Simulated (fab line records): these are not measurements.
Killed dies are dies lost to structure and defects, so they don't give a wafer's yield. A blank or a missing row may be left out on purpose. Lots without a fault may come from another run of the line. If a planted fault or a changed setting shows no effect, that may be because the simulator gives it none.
Check of tool commonality :: flow n5Finfet :: Lots sampled 8, wafers sampled 24

REASON FOR OPENING
At N5_BEOL_M4_OVL_MEAS_29 the reading V3_OVL is flagged on 2 of 8 lots. Fault-free wafers read 0.0 nm, with a standard deviation of 0.71.
Rule: a lot is flagged when every wafer of it that has a number lies more than 4 standard deviations from that mean, or none has a number. All remaining lots are regarded as sound.

lot: L634
measured: day 8 11:58
on: overlay-01
V3_OVL (nm), wafer by wafer: -0.2 1.2 0.0
flag: 

lot: L638
measured: day 9 01:46
on: overlay-02
V3_OVL (nm), wafer by wafer: 0.4 0.4 -0.3
flag: 

lot: L636
measured: day 9 07:19
on: overlay-01
V3_OVL (nm), wafer by wafer: 0.3 0.7 1.0
flag: 

lot: L649
measured: day 12 03:34
on: overlay-01
V3_OVL (nm), wafer by wafer: 4.1 4.3 4.0
flag: FLAGGED

lot: L648
measured: day 12 03:44
on: overlay-02
V3_OVL (nm), wafer by wafer: 3.2 3.7 3.2
flag: FLAGGED

lot: L652
measured: day 12 23:05
on: overlay-02
V3_OVL (nm), wafer by wafer: 1.5 -0.2 -0.9
flag: 

lot: L653
measured: day 12 23:08
on: overlay-02
V3_OVL (nm), wafer by wafer: 0.3 -0.5 -0.3
flag: 

lot: L655
measured: day 13 18:41
on: overlay-02
V3_OVL (nm), wafer by wafer: -1.5 -1.4 0.0
flag: 
Average over the flagged lots: 3.8 nm; offset from the usual +3.8 nm, equal to +5 standard deviations.

WHICH TOOL EACH LOT WENT THROUGH
The record holds 3 process steps before the reading, out of a route of 1938 steps. Read each cell as the tool, then ch plus the chambers that the sampled wafers visited, then the start.
lot: L634
flag: 
N5_BEOL_M4_ETCH_74: rieDiel-03 ch 0,1,3, day 8 11:05
N5_BEOL_M4_STRIP_66: rieDiel-03 ch 0,1,3, day 8 11:16
N5_BEOL_M4_EXPOSE_25: euvScanner-01 ch 0, day 8 11:47

lot: L638
flag: 
N5_BEOL_M4_ETCH_74: rieDiel-02 ch 0,1, day 9 01:00
N5_BEOL_M4_STRIP_66: rieDiel-02 ch 0,1, day 9 01:11
N5_BEOL_M4_EXPOSE_25: euvScanner-01 ch 0, day 9 01:36

lot: L636
flag: 
N5_BEOL_M4_ETCH_74: rieDiel-04 ch 0,2,3, day 9 06:34
N5_BEOL_M4_STRIP_66: rieDiel-04 ch 0,2,3, day 9 06:45
N5_BEOL_M4_EXPOSE_25: euvScanner-01 ch 0, day 9 07:08

lot: L649
flag: FLAGGED
N5_BEOL_M4_ETCH_74: rieDiel-04 ch 0,1,2, day 12 02:37
N5_BEOL_M4_STRIP_66: rieDiel-04 ch 0,1,2, day 12 02:47
N5_BEOL_M4_EXPOSE_25: euvScanner-01 ch 0, day 12 03:24

lot: L648
flag: FLAGGED
N5_BEOL_M4_ETCH_74: rieDiel-04 ch 1,2,3, day 12 02:59
N5_BEOL_M4_STRIP_66: rieDiel-04 ch 1,2,3, day 12 03:10
N5_BEOL_M4_EXPOSE_25: euvScanner-01 ch 0, day 12 03:34

lot: L652
flag: 
N5_BEOL_M4_ETCH_74: rieDiel-03 ch 0,1,3, day 12 17:53
N5_BEOL_M4_STRIP_66: rieDiel-03 ch 0,1,3, day 12 18:04
N5_BEOL_M4_EXPOSE_25: euvScanner-02 ch 0, day 12 22:55

lot: L653
flag: 
N5_BEOL_M4_ETCH_74: rieDiel-02 ch 0,3, day 12 22:07
N5_BEOL_M4_STRIP_66: rieDiel-02 ch 0,3, day 12 22:17
N5_BEOL_M4_EXPOSE_25: euvScanner-02 ch 0, day 12 22:58

lot: L655
flag: 
N5_BEOL_M4_ETCH_74: rieDiel-02 ch 1,2, day 13 17:50
N5_BEOL_M4_STRIP_66: rieDiel-02 ch 1,2, day 13 18:01
N5_BEOL_M4_EXPOSE_25: euvScanner-02 ch 0, day 13 18:30
What these steps do:
- N5_BEOL_M4_ETCH_74: etches underlayer in N2/H2, target depth 6.5 nm, time 5.2 s.
- N5_BEOL_M4_STRIP_66: strips in CF4.
- N5_BEOL_M4_EXPOSE_25: exposes mask V3, defocus 5 nm.
- N5_BEOL_M4_OVL_MEAS_29

FLAGGED OVER TOTAL, TOOL BY TOOL (the gauges that took the reading come last)
step: N5_BEOL_M4_ETCH_74
tool: rieDiel-02
lots run: 3
flagged: 0
share of the flagged lots: none
sound lots run after its first flagged lot: -

step: N5_BEOL_M4_ETCH_74
tool: rieDiel-03
lots run: 2
flagged: 0
share of the flagged lots: none
sound lots run after its first flagged lot: -

step: N5_BEOL_M4_ETCH_74
tool: rieDiel-04
lots run: 3
flagged: 2
share of the flagged lots: all
sound lots run after its first flagged lot: 0

step: N5_BEOL_M4_STRIP_66
tool: rieDiel-02
lots run: 3
flagged: 0
share of the flagged lots: none
sound lots run after its first flagged lot: -

step: N5_BEOL_M4_STRIP_66
tool: rieDiel-03
lots run: 2
flagged: 0
share of the flagged lots: none
sound lots run after its first flagged lot: -

step: N5_BEOL_M4_STRIP_66
tool: rieDiel-04
lots run: 3
flagged: 2
share of the flagged lots: all
sound lots run after its first flagged lot: 0

step: N5_BEOL_M4_EXPOSE_25
tool: euvScanner-01
lots run: 5
flagged: 2
share of the flagged lots: all
sound lots run after its first flagged lot: 0

step: N5_BEOL_M4_EXPOSE_25
tool: euvScanner-02
lots run: 3
flagged: 0
share of the flagged lots: none
sound lots run after its first flagged lot: -

step: N5_BEOL_M4_OVL_MEAS_29
tool: overlay-01
lots run: 3
flagged: 1
share of the flagged lots: some
sound lots run after its first flagged lot: 0

step: N5_BEOL_M4_OVL_MEAS_29
tool: overlay-02
lots run: 5
flagged: 1
share of the flagged lots: some
sound lots run after its first flagged lot: 3 (L652,L653,L655)

THE TABLE: WHAT IT ALLOWS
rieDiel-04 at N5_BEOL_M4_ETCH_74, rieDiel-04 at N5_BEOL_M4_STRIP_66 and euvScanner-01 at N5_BEOL_M4_EXPOSE_25: these 3 rows of the table ran every flagged lot.
- rieDiel-04 at N5_BEOL_M4_ETCH_74: 2 of its 3 lots flagged. It ran its last sound lot, L636, at day 9 06:34 and its first flagged lot, L649, at day 12 02:37: a fault with its onset between the two fits.
- rieDiel-04 at N5_BEOL_M4_STRIP_66: 2 of its 3 lots flagged. It ran its last sound lot, L636, at day 9 06:45 and its first flagged lot, L649, at day 12 02:47: a fault with its onset between the two fits.
- euvScanner-01 at N5_BEOL_M4_EXPOSE_25: 2 of its 5 lots flagged. It ran its last sound lot, L636, at day 9 07:08 and its first flagged lot, L649, at day 12 03:24: a fault with its onset between the two fits.
Because each of these 2 tools fits a fault that began at some hour, counting lots does not separate them. More lots, or a look at what each step does to the wafer, might.

WHAT THE SIMULATOR HAD INSERTED
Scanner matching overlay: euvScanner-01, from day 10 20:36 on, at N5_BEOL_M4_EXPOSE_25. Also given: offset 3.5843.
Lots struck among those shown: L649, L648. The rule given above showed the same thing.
